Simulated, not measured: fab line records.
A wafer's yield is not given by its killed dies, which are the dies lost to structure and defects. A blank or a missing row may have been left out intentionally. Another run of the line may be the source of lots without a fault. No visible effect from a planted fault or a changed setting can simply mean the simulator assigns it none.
Which of the tools did it? :: flow nand harc :: 13 lots, 39 wafers sampled, at 4 steps of a route of 1159

## WHAT EACH GAUGE READ, for each wafer
The record lacks any reading of a measuring or inspecting step that a usual standard deviation could be used to judge.

## WHAT TOOL EACH LOT RAN ON (gives the tool, then ch and the chambers of the sampled wafers, and finally the start)
lot: L162
NHARC_A_SGD_CUT_CMP_21: cmp-04 ch 0,1,2, day 14 08:37
NHARC_A_SLIT_DEP_25: pecvd-04 ch 0,2, day 14 09:28
NHARC_A_SLIT_ETCH_24: rie diel-01 ch 0,2,3, day 14 13:24
NHARC_A_SLIT_ETCH_29: rie diel-03 ch 0,1,2, day 14 17:56

lot: L163
NHARC_A_SGD_CUT_CMP_21: cmp-03 ch 0,1,3, day 14 08:39
NHARC_A_SLIT_DEP_25: pecvd-02 ch 0,1,2, day 14 09:27
NHARC_A_SLIT_ETCH_24: rie diel-03 ch 1,2,3, day 14 13:07
NHARC_A_SLIT_ETCH_29: rie diel-01 ch 1,2,3, day 14 17:23

lot: L166
NHARC_A_SGD_CUT_CMP_21: cmp-01 ch 0,1, day 14 21:08
NHARC_A_SLIT_DEP_25: pecvd-02 ch 0,1, day 14 21:59
NHARC_A_SLIT_ETCH_24: rie diel-10 ch 0,1, day 15 01:03
NHARC_A_SLIT_ETCH_29: rie diel-03 ch 1,3, day 15 03:51

lot: L167
NHARC_A_SGD_CUT_CMP_21: cmp-04 ch 2,3, day 14 21:10
NHARC_A_SLIT_DEP_25: pecvd-04 ch 1,2, day 14 22:26
NHARC_A_SLIT_ETCH_24: rie diel-03 ch 0,1, day 15 01:41
NHARC_A_SLIT_ETCH_29: rie diel-01 ch 1,2,3, day 15 04:29

lot: L164
NHARC_A_SGD_CUT_CMP_21: cmp-01 ch 2,3, day 14 21:17
NHARC_A_SLIT_DEP_25: pecvd-01 ch 0,1, day 14 22:20
NHARC_A_SLIT_ETCH_24: rie diel-10 ch 0,2,3, day 15 03:14
NHARC_A_SLIT_ETCH_29: rie diel-01 ch 0,1, day 15 06:02

lot: L168
NHARC_A_SGD_CUT_CMP_21: cmp-04 ch 0,1,2, day 15 08:22
NHARC_A_SLIT_DEP_25: pecvd-01 ch 0,1, day 15 09:16
NHARC_A_SLIT_ETCH_24: rie diel-01 ch 1,2,3, day 15 12:56
NHARC_A_SLIT_ETCH_29: rie diel-03 ch 0,1, day 15 15:41

lot: L172
NHARC_A_SGD_CUT_CMP_21: cmp-01 ch 0,1,3, day 16 15:24
NHARC_A_SLIT_DEP_25: pecvd-02 ch 0,1,2, day 16 16:26
NHARC_A_SLIT_ETCH_24: rie diel-01 ch 1,2, day 16 22:26
NHARC_A_SLIT_ETCH_29: rie diel-01 ch 1,3, day 17 04:33

lot: L173
NHARC_A_SGD_CUT_CMP_21: cmp-04 ch 0,2,3, day 16 15:27
NHARC_A_SLIT_DEP_25: pecvd-01 ch 1,2, day 16 16:16
NHARC_A_SLIT_ETCH_24: rie diel-10 ch 0,1,3, day 16 21:54
NHARC_A_SLIT_ETCH_29: rie diel-01 ch 0,2, day 17 02:55

lot: L175
NHARC_A_SGD_CUT_CMP_21: cmp-04 ch 1,2,3, day 17 05:12
NHARC_A_SLIT_DEP_25: pecvd-04 ch 0,1, day 17 05:59
NHARC_A_SLIT_ETCH_24: rie diel-10 ch 0,3, day 17 09:17
NHARC_A_SLIT_ETCH_29: rie diel-01 ch 1,3, day 17 12:06

lot: L177
NHARC_A_SGD_CUT_CMP_21: cmp-04 ch 0,1,3, day 17 22:58
NHARC_A_SLIT_DEP_25: pecvd-04 ch 0,2, day 17 23:50
NHARC_A_SLIT_ETCH_24: rie diel-10 ch 0,1,3, day 18 03:30
NHARC_A_SLIT_ETCH_29: rie diel-10 ch 1,2, day 18 06:17

lot: L178
NHARC_A_SGD_CUT_CMP_21: cmp-01 ch 0,1, day 17 22:59
NHARC_A_SLIT_DEP_25: pecvd-02 ch 1,2, day 17 23:46
NHARC_A_SLIT_ETCH_24: rie diel-01 ch 0,1,2, day 18 03:12
NHARC_A_SLIT_ETCH_29: rie diel-01 ch 0,2, day 18 06:03

lot: L180
NHARC_A_SGD_CUT_CMP_21: cmp-04 ch 1,2, day 18 14:31
NHARC_A_SLIT_DEP_25: pecvd-02 ch 0,1,2, day 18 15:28
NHARC_A_SLIT_ETCH_24: rie diel-01 ch 0,3, day 18 21:18
NHARC_A_SLIT_ETCH_29: rie diel-03 ch 1,2, day 19 00:04

lot: L185
NHARC_A_SGD_CUT_CMP_21: cmp-01 ch 0,1,2, day 19 21:58
NHARC_A_SLIT_DEP_25: pecvd-02 ch 0,2, day 19 22:44
NHARC_A_SLIT_ETCH_24: rie diel-01 ch 2,3, day 20 01:50
NHARC_A_SLIT_ETCH_29: rie diel-03 ch 0,1, day 20 04:38
- NHARC_A_SGD_CUT_CMP_21: polishes, target thk 148.19 nm.
- NHARC_A_SLIT_DEP_25: deposits SiO2, target thk 200 nm.
- NHARC_A_SLIT_ETCH_24: etches the open film in CF4/CHF3, target depth 121 nm, time 60.5 s.
- NHARC_A_SLIT_ETCH_29: etches the open film in CF4/O2, target depth 100 nm, overetch 10 nm, time 55 s.

## AS READ BY THE TOOLS THEMSELVES (means over the sampled wafers that have a number; for cases with no such wafer, the mark the record gives instead)
NHARC_A_SGD_CUT_CMP_21. Usual: motor current A 12.6 A, standard deviation 1.2; retaining ring pressure frac 1.000, standard deviation 0.0053; time to endpoint s 49 s, standard deviation 3.2.
lot: L162
tool: cmp-04
motor current A (A): 12.7
retaining ring pressure frac: 1.002
time to endpoint s (s): 50
flag: 

lot: L163
tool: cmp-03
motor current A (A): 12.3
retaining ring pressure frac: 1.003
time to endpoint s (s): 48
flag: 

lot: L166
tool: cmp-01
motor current A (A): 12.5
retaining ring pressure frac: 1.000
time to endpoint s (s): 49
flag: 

lot: L167
tool: cmp-04
motor current A (A): 14.3
retaining ring pressure frac: 1.001
time to endpoint s (s): 46
flag: 

lot: L164
tool: cmp-01
motor current A (A): 12.9
retaining ring pressure frac: 0.999
time to endpoint s (s): 51
flag: 

lot: L168
tool: cmp-04
motor current A (A): 12.2
retaining ring pressure frac: 1.000
time to endpoint s (s): 46
flag: 

lot: L172
tool: cmp-01
motor current A (A): 12.2
retaining ring pressure frac: 0.998
time to endpoint s (s): 51
flag: 

lot: L173
tool: cmp-04
motor current A (A): 13.5
retaining ring pressure frac: 0.998
time to endpoint s (s): 49
flag: 

lot: L175
tool: cmp-04
motor current A (A): 12.8
retaining ring pressure frac: 1.004
time to endpoint s (s): 47
flag: 

lot: L177
tool: cmp-04
motor current A (A): 12.9
retaining ring pressure frac: 0.998
time to endpoint s (s): 50
flag: 

lot: L178
tool: cmp-01
motor current A (A): 11.7
retaining ring pressure frac: 1.006
time to endpoint s (s): 48
flag: 

lot: L180
tool: cmp-04
motor current A (A): 12.0
retaining ring pressure frac: 0.992
time to endpoint s (s): 49
flag: 

lot: L185
tool: cmp-01
motor current A (A): 12.0
retaining ring pressure frac: 1.003
time to endpoint s (s): 49
flag: 

NHARC_A_SLIT_DEP_25. Usual: heater power w 517 W, standard deviation 58; throttle valve pct 15.9 %, standard deviation 0.59.
lot: L162
tool: pecvd-04
heater power w (W): 509
throttle valve pct (%): 16.8
flag: 

lot: L163
tool: pecvd-02
heater power w (W): 508
throttle valve pct (%): 16.3
flag: 

lot: L166
tool: pecvd-02
heater power w (W): 525
throttle valve pct (%): 16.4
flag: 

lot: L167
tool: pecvd-04
heater power w (W): 527
throttle valve pct (%): 16.5
flag: 

lot: L164
tool: pecvd-01
heater power w (W): 616
throttle valve pct (%): 15.8
flag: 

lot: L168
tool: pecvd-01
heater power w (W): 585
throttle valve pct (%): 15.7
flag: 

lot: L172
tool: pecvd-02
heater power w (W): 527
throttle valve pct (%): 15.7
flag: 

lot: L173
tool: pecvd-01
heater power w (W): 538
throttle valve pct (%): 15.8
flag: 

lot: L175
tool: pecvd-04
heater power w (W): 548
throttle valve pct (%): 15.6
flag: 

lot: L177
tool: pecvd-04
heater power w (W): 460
throttle valve pct (%): 16.2
flag: 

lot: L178
tool: pecvd-02
heater power w (W): 475
throttle valve pct (%): 16.0
flag: 

lot: L180
tool: pecvd-02
heater power w (W): 478
throttle valve pct (%): 15.9
flag: 

lot: L185
tool: pecvd-02
heater power w (W): 466
throttle valve pct (%): 15.9
flag: 

NHARC_A_SLIT_ETCH_24. Usual: cf4 flow sccm 100.0 sccm, standard deviation 0.31; drypump motor current A 5.7 A, standard deviation 0.49; oes product au 0.961 a.u., standard deviation 0.02; rf vpp V 370.2 V, standard deviation 2; showerhead plenum p Torr 1.56 Torr, standard deviation 0.049; throttle valve pct 16.802 %, standard deviation 0.0083.
lot: L162
tool: rie diel-01
cf4 flow sccm (sccm): 100.0
drypump motor current A (A): 5.8
oes product au (a.u.): 0.961
rf vpp V (V): 370.5
showerhead plenum p Torr (Torr): 1.57
throttle valve pct (%): 16.805
flag: 

lot: L163
tool: rie diel-03
cf4 flow sccm (sccm): 100.2
drypump motor current A (A): 5.5
oes product au (a.u.): 0.963
rf vpp V (V): 368.7
showerhead plenum p Torr (Torr): 1.49
throttle valve pct (%): 16.803
flag: 

lot: L166
tool: rie diel-10
cf4 flow sccm (sccm): 99.7
drypump motor current A (A): 5.3
oes product au (a.u.): 0.935
rf vpp V (V): 371.9
showerhead plenum p Torr (Torr): 1.60
throttle valve pct (%): 16.801
flag: 

lot: L167
tool: rie diel-03
cf4 flow sccm (sccm): 100.0
drypump motor current A (A): 5.7
oes product au (a.u.): 0.982
rf vpp V (V): 368.2
showerhead plenum p Torr (Torr): 1.52
throttle valve pct (%): 16.803
flag: 

lot: L164
tool: rie diel-10
cf4 flow sccm (sccm): 100.1
drypump motor current A (A): 5.8
oes product au (a.u.): 0.926
rf vpp V (V): 370.7
showerhead plenum p Torr (Torr): 1.57
throttle valve pct (%): 16.801
flag: 

lot: L168
tool: rie diel-01
cf4 flow sccm (sccm): 100.0
drypump motor current A (A): 5.9
oes product au (a.u.): 0.920
rf vpp V (V): 369.0
showerhead plenum p Torr (Torr): 1.54
throttle valve pct (%): 16.807
flag: 

lot: L172
tool: rie diel-01
cf4 flow sccm (sccm): 100.2
drypump motor current A (A): 5.9
oes product au (a.u.): 0.950
rf vpp V (V): 368.8
showerhead plenum p Torr (Torr): 1.53
throttle valve pct (%): 16.812
flag: 

lot: L173
tool: rie diel-10
cf4 flow sccm (sccm): 99.9
drypump motor current A (A): 5.6
oes product au (a.u.): 0.968
rf vpp V (V): 371.6
showerhead plenum p Torr (Torr): 1.60
throttle valve pct (%): 16.799
flag: 

lot: L175
tool: rie diel-10
cf4 flow sccm (sccm): 100.0
drypump motor current A (A): 5.7
oes product au (a.u.): 0.958
rf vpp V (V): 370.3
showerhead plenum p Torr (Torr): 1.56
throttle valve pct (%): 16.801
flag: 

lot: L177
tool: rie diel-10
cf4 flow sccm (sccm): 100.3
drypump motor current A (A): 5.6
oes product au (a.u.): 0.925
rf vpp V (V): 372.4
showerhead plenum p Torr (Torr): 1.60
throttle valve pct (%): 16.807
flag: 

lot: L178
tool: rie diel-01
cf4 flow sccm (sccm): 100.1
drypump motor current A (A): 5.7
oes product au (a.u.): 0.971
rf vpp V (V): 370.4
showerhead plenum p Torr (Torr): 1.56
throttle valve pct (%): 16.798
flag: 

lot: L180
tool: rie diel-01
cf4 flow sccm (sccm): 99.9
drypump motor current A (A): 5.3
oes product au (a.u.): 0.961
rf vpp V (V): 369.9
showerhead plenum p Torr (Torr): 1.58
throttle valve pct (%): 16.798
flag: 

lot: L185
tool: rie diel-01
cf4 flow sccm (sccm): 100.2
drypump motor current A (A): 5.9
oes product au (a.u.): 0.974
rf vpp V (V): 370.0
showerhead plenum p Torr (Torr): 1.54
throttle valve pct (%): 16.807
flag: 

NHARC_A_SLIT_ETCH_29. Usual: cf4 flow sccm 80.00 sccm, standard deviation 0.25; drypump motor current A 5.6 A, standard deviation 0.46; oes product au 1.001 a.u., standard deviation 0.01; rf vpp V 197.3 V, standard deviation 1.2; showerhead plenum p Torr 1.31 Torr, standard deviation 0.043; throttle valve pct 13.398 %, standard deviation 0.0086.
lot: L162
tool: rie diel-03
cf4 flow sccm (sccm): 79.99
drypump motor current A (A): 5.4
oes product au (a.u.): 0.999
rf vpp V (V): 196.8
showerhead plenum p Torr (Torr): 1.28
throttle valve pct (%): 13.390
flag: 

lot: L163
tool: rie diel-01
cf4 flow sccm (sccm): 79.94
drypump motor current A (A): 5.9
oes product au (a.u.): 0.995
rf vpp V (V): 196.6
showerhead plenum p Torr (Torr): 1.31
throttle valve pct (%): 13.404
flag: 

lot: L166
tool: rie diel-03
cf4 flow sccm (sccm): 80.29
drypump motor current A (A): 5.8
oes product au (a.u.): 0.995
rf vpp V (V): 196.6
showerhead plenum p Torr (Torr): 1.27
throttle valve pct (%): 13.401
flag: 

lot: L167
tool: rie diel-01
cf4 flow sccm (sccm): 79.80
drypump motor current A (A): 5.8
oes product au (a.u.): 0.993
rf vpp V (V): 197.5
showerhead plenum p Torr (Torr): 1.30
throttle valve pct (%): 13.392
flag: 

lot: L164
tool: rie diel-01
cf4 flow sccm (sccm): 80.27
drypump motor current A (A): 5.4
oes product au (a.u.): 0.998
rf vpp V (V): 196.8
showerhead plenum p Torr (Torr): 1.31
throttle valve pct (%): 13.395
flag: 

lot: L168
tool: rie diel-03
cf4 flow sccm (sccm): 79.72
drypump motor current A (A): 5.7
oes product au (a.u.): 1.008
rf vpp V (V): 196.7
showerhead plenum p Torr (Torr): 1.28
throttle valve pct (%): 13.397
flag: 

lot: L172
tool: rie diel-01
cf4 flow sccm (sccm): 80.15
drypump motor current A (A): 5.5
oes product au (a.u.): 1.008
rf vpp V (V): 196.8
showerhead plenum p Torr (Torr): 1.29
throttle valve pct (%): 13.405
flag: 

lot: L173
tool: rie diel-01
cf4 flow sccm (sccm): 80.01
drypump motor current A (A): 5.7
oes product au (a.u.): 1.004
rf vpp V (V): 198.1
showerhead plenum p Torr (Torr): 1.35
throttle valve pct (%): 13.399
flag: 

lot: L175
tool: rie diel-01
cf4 flow sccm (sccm): 80.00
drypump motor current A (A): 5.5
oes product au (a.u.): 1.005
rf vpp V (V): 196.6
showerhead plenum p Torr (Torr): 1.29
throttle valve pct (%): 13.392
flag: 

lot: L177
tool: rie diel-10
cf4 flow sccm (sccm): 80.06
drypump motor current A (A): 5.6
oes product au (a.u.): 1.001
rf vpp V (V): 198.6
showerhead plenum p Torr (Torr): 1.37
throttle valve pct (%): 13.397
flag: 

lot: L178
tool: rie diel-01
cf4 flow sccm (sccm): 80.12
drypump motor current A (A): 5.6
oes product au (a.u.): 0.947
rf vpp V (V): 198.1
showerhead plenum p Torr (Torr): 1.35
throttle valve pct (%): 13.398
flag: OFF

lot: L180
tool: rie diel-03
cf4 flow sccm (sccm): 79.81
drypump motor current A (A): 5.3
oes product au (a.u.): 0.991
rf vpp V (V): 196.0
showerhead plenum p Torr (Torr): 1.25
throttle valve pct (%): 13.396
flag: 

lot: L185
tool: rie diel-03
cf4 flow sccm (sccm): 79.98
drypump motor current A (A): 5.7
oes product au (a.u.): 1.009
rf vpp V (V): 196.3
showerhead plenum p Torr (Torr): 1.28
throttle valve pct (%): 13.401
flag: 

## THE ANSWER, worked out from the rows above alone
Rule: a lot counts as off when the mean over its wafers that have a number is more than 3 standard deviations away from the usual mean. A lot without any number at a reading at which 4 lots or more have one is off too. Where the step has rows for the other lots, those lots are counted as sound. First the gauges in route order, then the tools' own readings, where a lot's mean is used as printed above. The first step at which some lot is off is used, and at that step the reading that is off furthest; a lot without a number counts as furthest.
Off: L178, at NHARC_A_SLIT_ETCH_29 (oes product au).
If a tool, at that step or one of the process steps before it, ran each lot that is off and ran no sound lot following the first of them, it fits. One fits: rie diel-01 at NHARC_A_SLIT_ETCH_29. Its last sound lot is L175 (day 17 12:06), its first lot that is off L178 (day 18 06:03): a fault that began between those two fits.
On the lots that are off, the tool's own readings at NHARC_A_SLIT_ETCH_29 differ by more than 5 times the standard deviation of the sound lots' means, which bears it out; oes product au reads 0.947 a.u. there versus 1.000 a.u. on the sound lots.

## WHAT WAS PUT IN BY THE SIMULATOR
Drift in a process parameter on rie diel-01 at NHARC_A_SLIT_ETCH_29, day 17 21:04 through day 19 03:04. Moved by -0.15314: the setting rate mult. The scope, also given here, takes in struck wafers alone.
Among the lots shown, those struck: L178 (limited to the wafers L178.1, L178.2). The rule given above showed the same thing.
